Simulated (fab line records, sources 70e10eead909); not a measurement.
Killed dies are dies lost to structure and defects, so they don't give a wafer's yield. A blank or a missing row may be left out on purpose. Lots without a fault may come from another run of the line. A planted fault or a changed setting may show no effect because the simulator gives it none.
One fault seen from 2 desks | flow nand_harc | each desk has only its own numbers; what lay behind them comes last

THE METROLOGY DESK
What the gauges read, lot by lot, whatever tool the lot ran on: means of the sampled wafers that have a number. A lot is out of limits, marked OUT, if its mean lies more than 4 standard deviations from the usual mean; the brackets give that distance.
Columns: A = cd_nm at NHARC_A_BONDPAD_CD_MEAS_09, usual 499.7 nm
lot  | first seen here | A
L587 | day 19 00:01    | 497.3
L586 | day 19 04:47    | 501.2
L585 | day 19 05:37    | 501.7
L589 | day 19 16:12    | 499.5
L588 | day 19 22:03    | 501.1
L591 | day 19 22:12    | 498.6
L592 | day 20 16:05    | 498.2
L594 | day 20 19:23    | 498.1
L593 | day 20 23:07    | 498.4
L595 | day 20 23:31    | 501.2
L600 | day 22 00:15    | 497.9
L601 | day 22 05:21    | 497.5
L596 | day 22 09:47    | 500.7
L598 | day 22 10:31    | 500.6
This desk's finding: nothing out of limits on any of the 14 lots.

THE TOOL OWNER'S DESK: cvd_w-02
The tool's own readings at NHARC_A_WL_FILL_CVD_03 (deposits W, target thk 40 nm, time 3302 s): means of the sampled wafers that have a number, for each lot that ran on this tool. A lot is out of limits, marked OUT, if its mean lies more than 4 standard deviations from the usual mean; the brackets give that distance.
Columns: A = heater_power_w at NHARC_A_WL_FILL_CVD_03, usual 459 W; B = throttle_valve_pct at NHARC_A_WL_FILL_CVD_03, usual 7.9 %
lot  | first seen here | A   | B
L587 | day 15 15:43    | 415 | 8.2
L586 | day 15 20:02    | 432 | 7.9
L589 | day 15 21:27    | 410 | 8.3
L588 | day 16 01:14    | 419 | 8.2
L592 | day 17 22:19    | 424 | 7.9
L593 | day 18 02:47    | 405 | 7.9
L600 | day 18 10:43    | 400 | 8.1
L596 | day 18 14:25    | 421 | 7.8
L598 | day 18 17:44    | 386 | 8.3
This desk's finding: nothing out of limits on any of the 9 lots.

PUT TOGETHER
The metrology desk saw nothing out of limits.
The tool owner's desk saw nothing out of limits.

WHAT THE SIMULATOR HAD PUT IN
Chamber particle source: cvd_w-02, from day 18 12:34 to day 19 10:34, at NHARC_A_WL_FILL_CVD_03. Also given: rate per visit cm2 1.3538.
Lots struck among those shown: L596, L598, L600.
